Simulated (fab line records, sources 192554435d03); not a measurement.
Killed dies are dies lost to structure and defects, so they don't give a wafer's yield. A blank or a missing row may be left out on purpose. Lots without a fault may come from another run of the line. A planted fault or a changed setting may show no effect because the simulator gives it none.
Split-lot experiment | flow n5_finfet | 7 lots, 21 wafers read, on a route of 1938 steps

THE SPLIT
At N5_BEOL_M11_ETCH_62 (etches SOC in N2/H2, target depth 110 nm, overetch 22 nm, time 165 s), the setting time_s was moved away from the recipe's 165 s on 7 of the 21 wafers read, by -21.6% to +18.2%. The other wafers ran this setting at the recipe's value.

FROM THE SPLIT TO THE READING: what the file shows between them, 2 steps
- N5_BEOL_M11_STRIP_68: strips in N2/H2
- N5_BEOL_M11_STRIP_67: strips in CF4

THE READING
etch.depth_nm (the simulator's own value, which no gauge read), in nm, at N5_BEOL_M11_HM_OPEN_17 (chemistry Cl2/BCl3, target TiN, target depth 20 nm, overetch 6 nm). The file gives no usual value for it. The 14 wafers here that ran the recipe average 20.01 nm, standard deviation 0.32 nm.

wafer  | tool, chamber at the split | time_s as run, s | against the recipe | etch.depth_nm, nm | against lot-mates on the recipe
L077.2 | rie_diel-06, 3             | 165              | recipe             | 20.1              | -
L077.4 | rie_diel-06, 1             | 193.8            | +17.5%             | 17.33             | -2.85
L077.6 | rie_diel-06, 1             | 165              | recipe             | 20.25             | -
L084.2 | rie_diel-03, 0             | 129.3            | -21.6%             | 19.79             | no lot-mate on the recipe
L084.3 | rie_diel-03, 2             | 129.3            | -21.6%             | 20.07             | no lot-mate on the recipe
L084.5 | rie_diel-03, 0             | 129.3            | -21.6%             | 20.17             | no lot-mate on the recipe
L089.1 | rie_diel-03, 3             | 165              | recipe             | 20.41             | -
L089.4 | rie_diel-03, 0             | 165              | recipe             | 20.26             | -
L089.6 | rie_diel-03, 1             | 165              | recipe             | 20.37             | -
L093.1 | rie_diel-01, 2             | 195.1            | +18.2%             | 16.87             | -3.11
L093.3 | rie_diel-01, 1             | 165              | recipe             | 20.08             | -
L093.6 | rie_diel-01, 2             | 165              | recipe             | 19.89             | -
L090.4 | rie_diel-03, 2             | 189.2            | +14.7%             | 17.65             | -2.46
L090.5 | rie_diel-03, 2             | 189.2            | +14.7%             | 17.8              | -2.31
L090.6 | rie_diel-03, 3             | 165              | recipe             | 20.11             | -
L092.1 | rie_diel-06, 0,1           | 165              | recipe             | 20.29             | -
L092.3 | rie_diel-06, 3             | 165              | recipe             | 19.93             | -
L092.4 | rie_diel-06, 0,1           | 165              | recipe             | 20.03             | -
L096.2 | rie_diel-06, 2             | 165              | recipe             | 19.5              | -
L096.3 | rie_diel-06, 1             | 165              | recipe             | 19.4              | -
L096.6 | rie_diel-06, 1             | 165              | recipe             | 19.51             | -
Where a row lists several chambers, the file gives one row for several wafers and doesn't say which wafer went through which chamber.

THE FIT
A straight line over all 21 wafers: etch.depth_nm changes by -0.0692 nm for each +1% of time_s; r = -0.70; the points scatter about the line by 0.79 nm.
The same after taking each lot's own level away (the mean of its wafers on the recipe; 18 wafers): -0.165 nm for each +1%; r = -1.00; scatter 0.095 nm.
On that fit, the largest move of time_s shifts the reading by 3.6 nm.
The lots' own levels span 19.470 to 20.347 nm, that is 2.8 times the standard deviation above.
So the lot-to-lot level blurs the effect unless lot-mates are compared.
Check: with one of the wafers moved furthest among these (+18.2%) left out of the fit, the line predicts -2.97 nm for it against its lot-mates. It came out at -3.11 nm against them.

OTHER SPLITS ON THESE WAFERS
These wafers also went through other splits before the reading. Each is held against what the fit with the lots' levels taken away leaves over:
other split on the same wafers | wafers away from the commonest value | r with etch.depth_nm (lot level and that fit taken away)
N5_BEOL_M10_COAT_05 spin_rpm   | 3                                    | -0.04

THE WHOLE CHAIN: every reading that the file lists as answering this split, in the file's order
step                   | what it does                                                         | reading                                                                           | change (the file's fit)                | r (the file's)
N5_BEOL_M11_ETCH_62    | etches SOC in N2/H2, target depth 110 nm, overetch 22 nm, time 165 s | SiARC_of_BEOL_M11_COAT_60.thk_nm (the simulator's own value, which no gauge read) | -0.0726 nm for each +1% of the setting | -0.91
N5_BEOL_M11_HM_OPEN_17 | chemistry Cl2/BCl3, target TiN, target depth 20 nm, overetch 6 nm    | etch.depth_nm (the simulator's own value, which no gauge read)                    | -0.166 nm for each +1% of the setting  | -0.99

THE FILE'S OWN FIT
etch.depth_nm changes by -0.166 nm for each +1% of time_s, r = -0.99.
